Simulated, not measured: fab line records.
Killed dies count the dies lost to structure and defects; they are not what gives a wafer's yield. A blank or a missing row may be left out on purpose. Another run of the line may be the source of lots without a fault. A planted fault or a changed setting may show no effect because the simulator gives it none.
Matching of chambers    flow n5 finfet    rie diel-05 running N5_BEOL_M14_STRIP_37: 4 sister chambers
The step strips in O2. 16 wafers are shown with their chamber, then 8 later ones without.

== WAFERS WITH THEIR CHAMBER ==
wafer   chamber  showerhead plenum p Torr (Torr)  drypump motor current A (A)  throttle valve pct (%)
L074.1  1        2.24                             6.6                          16.76
L074.2  3        2.06                             5.1                          16.74
L074.3  0        1.90                             5.3                          16.84
L074.4  2        2.24                             5.4                          16.29
L074.5  1        2.24                             6.6                          16.77
L074.6  2        2.24                             5.4                          16.27
L075.1  0        1.90                             5.3                          16.87
L075.4  2        2.24                             5.4                          16.30
L075.5  3        2.06                             5.1                          16.71
L084.1  0        1.89                             5.2                          16.89
L084.2  2        2.23                             5.5                          16.35
L084.5  1        2.23                             6.6                          16.85
L087.2  2        2.23                             5.4                          16.33
L087.4  0        1.89                             5.3                          16.95
L087.6  1        2.23                             6.6                          16.85
L088.1  2        2.22                             5.4                          16.37

SIGNATURES (averages over the wafers above)
reading                   chamber 0  chamber 1  chamber 2  chamber 3  scatter within a chamber
showerhead plenum p Torr  1.8950     2.2350     2.2333     2.0600     0.00667
drypump motor current A   5.275      6.600      5.417      5.100      0.0363
throttle valve pct        16.8875    16.8075    16.3183    16.7250    0.0423
Rule: a wafer's distance from a chamber is the root of the sum, over the readings, of the square of ((its reading less the chamber's mean) divided by the reading's scatter). The wafer belongs to the nearest chamber; if the next one is less than 2 further off, it can't be placed. The scatter: the root of (the sum of the squares of (reading less its chamber's mean) over the shown wafers, divided by (wafers less chambers)).

== WAFERS WITHOUT THEIR CHAMBER ==
wafer   showerhead plenum p Torr (Torr)  drypump motor current A (A)  throttle valve pct (%)
L088.5  1.89                             5.3                          16.93
L088.6  2.05                             5.1                          16.30
L093.1  2.23                             6.6                          16.87
L093.3  1.88                             5.3                          16.94
L093.4  2.23                             6.6                          16.85
L096.1  1.88                             5.3                          16.97
L096.4  2.22                             6.6                          16.88
L096.5  2.22                             6.6                          16.93

== THE CHAMBER EACH PASSED THROUGH ==
wafer   from the rows above  in truth
L088.5  0                    0
L088.6  3                    3
L093.1  1                    1
L093.3  0                    0
L093.4  1                    1
L096.1  0                    0
L096.4  1                    1
L096.5  1                    1
Correctly placed: 8 of 8. Number that these rows cannot place: 0. 0 placed wrongly.
